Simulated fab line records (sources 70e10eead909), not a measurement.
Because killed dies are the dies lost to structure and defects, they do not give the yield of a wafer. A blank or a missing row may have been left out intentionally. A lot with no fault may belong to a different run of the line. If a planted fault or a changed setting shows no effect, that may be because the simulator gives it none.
Matching of chambers    flow nand-harc    4 sister chambers for NHARC_A_STAIRCASE_DESCUM_291 on rie-diel-11
The step chemistry O2, time 3 s. 16 wafers are shown with their chamber, then 8 later ones without.

WAFERS WITH THEIR CHAMBER
wafer   chamber  showerhead-plenum-p-Torr (Torr)  oes-product-au (a.u.)  rf-vpp-V (V)
L075.4  0        1.94                             0.989                  57.6
L075.5  2        2.00                             1.013                  57.7
L075.6  1        1.94                             1.000                  57.8
L077.1  3        1.94                             0.992                  59.8
L077.5  0        1.93                             0.982                  57.8
L077.6  3        1.94                             0.992                  57.8
L082.1  1        1.93                             0.987                  57.6
L082.2  0        1.93                             1.000                  58.7
L082.3  3        1.94                             0.995                  58.2
L088.4  0        1.93                             1.013                  58.2
L088.5  2        1.99                             1.008                  57.1
L088.6  3        1.94                             0.999                  57.3
L085.1  3        1.94                             1.009                  59.3
L085.2  0        1.93                             0.992                  56.9
L085.4  1        1.93                             0.996                  59.8
L092.1  1        1.93                             1.000                  58.0

SIGNATURES (averages over the wafers above)
reading                   chamber 0  chamber 1  chamber 2  chamber 3  scatter within a chamber
showerhead-plenum-p-Torr  1.9320     1.9325     1.9950     1.9400     0.00413
oes-product-au            0.99520    0.99575    1.01050    0.99740    0.00861
rf-vpp-V                  57.840     58.300     57.400     58.480     0.886
Rule: for a wafer and a chamber, the distance is found by dividing, reading by reading, the gap between the wafer's reading and the chamber's mean by the reading's scatter, squaring, summing and taking the root. The wafer belongs to the nearest chamber; if the next one is less than 2 further off, it can't be placed. How the scatter is found: for the shown wafers, subtract from each reading the mean of its chamber, square and add these, divide the total by (wafers less chambers), then take the root.

WAFERS WITHOUT THEIR CHAMBER
wafer   showerhead-plenum-p-Torr (Torr)  oes-product-au (a.u.)  rf-vpp-V (V)
L092.3  1.99                             1.009                  57.9
L092.4  1.92                             0.995                  57.7
L096.1  1.99                             0.995                  58.3
L096.2  1.92                             0.999                  57.5
L096.4  1.93                             0.998                  58.8
L097.1  1.92                             1.014                  59.6
L097.2  1.93                             1.001                  56.7
L097.4  1.99                             0.997                  59.9

THE CHAMBER EACH PASSED THROUGH
wafer   from the rows above           in truth
L092.3  2                             2
L092.4  can't be placed: 0 or 1       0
L096.1  2                             2
L096.2  can't be placed: 0 or 1       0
L096.4  can't be placed: 1 or 0 or 3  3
L097.1  can't be placed: 1 or 0 or 3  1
L097.2  can't be placed: 0 or 1 or 3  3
L097.4  2                             2
Placed correctly: 3 of 8. Not placeable from these rows: 5 (in 5, the candidates include the true chamber). Number placed wrongly: 0.
